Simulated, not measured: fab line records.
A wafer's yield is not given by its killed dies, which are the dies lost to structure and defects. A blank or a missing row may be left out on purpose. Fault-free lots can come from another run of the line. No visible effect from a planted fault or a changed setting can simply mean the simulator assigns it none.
Chamber matching + flow n5 finfet + N5_HKMG_FIN_ETCH_55 on rie diel-05 has 4 sister chambers
The step etches SOC in N2/H2, target depth 240 nm, time 300 s. 8 wafers are shown with their chamber, then 7 later ones without.

## EACH WAFER AND ITS CHAMBER
| wafer  | chamber | drypump motor current A (A) | showerhead plenum p Torr (Torr) |
|--------|---------|-----------------------------|---------------------------------|
| L082.6 | 2       | 5.7                         | 2.62                            |
| L084.4 | 1       | 5.4                         | 2.41                            |
| L084.5 | 2       | 5.8                         | 2.62                            |
| L086.3 | 3       | 6.6                         | 2.63                            |
| L086.5 | 0       | 6.3                         | 2.62                            |
| L086.6 | 1       | 5.4                         | 2.41                            |
| L087.2 | 0       | 6.3                         | 2.61                            |
| L087.4 | 3       | 6.6                         | 2.63                            |

## WAFERS WITH NO CHAMBER GIVEN
| wafer  | drypump motor current A (A) | showerhead plenum p Torr (Torr) |
|--------|-----------------------------|---------------------------------|
| L087.6 | 6.4                         | 2.61                            |
| L096.3 | 5.4                         | 2.73                            |
| L096.4 | 6.6                         | 2.62                            |
| L096.6 | 6.3                         | 2.61                            |
| L097.3 | 6.6                         | 2.62                            |
| L097.4 | 5.4                         | 2.72                            |
| L097.5 | 5.4                         | 2.72                            |

## WHICH CHAMBER EACH ONE RAN IN
| wafer  | from the rows above | in truth                   |
|--------|---------------------|----------------------------|
| L087.6 | 0                   | 0                          |
| L096.3 | 2                   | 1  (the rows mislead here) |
| L096.4 | 3                   | 3                          |
| L096.6 | 0                   | 0                          |
| L097.3 | 3                   | 3                          |
| L097.4 | 2                   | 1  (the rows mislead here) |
| L097.5 | 2                   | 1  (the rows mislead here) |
4 of 7 placed correctly. Left unplaced by these rows: 0. Placed wrongly: 3.
How it was worked out, from the rows above alone: a wafer's distance from a chamber is the root of the sum, over the readings, of the square of ((its reading less the chamber's mean) divided by the reading's scatter). The wafer belongs to the nearest chamber; if the next one is less than 2 further off, it can't be placed. The mean given for a chamber averages the wafers shown for that chamber. How the scatter is found: for the shown wafers, subtract from each reading the mean of its chamber, square and add these, divide the total by (wafers less chambers), then take the root.
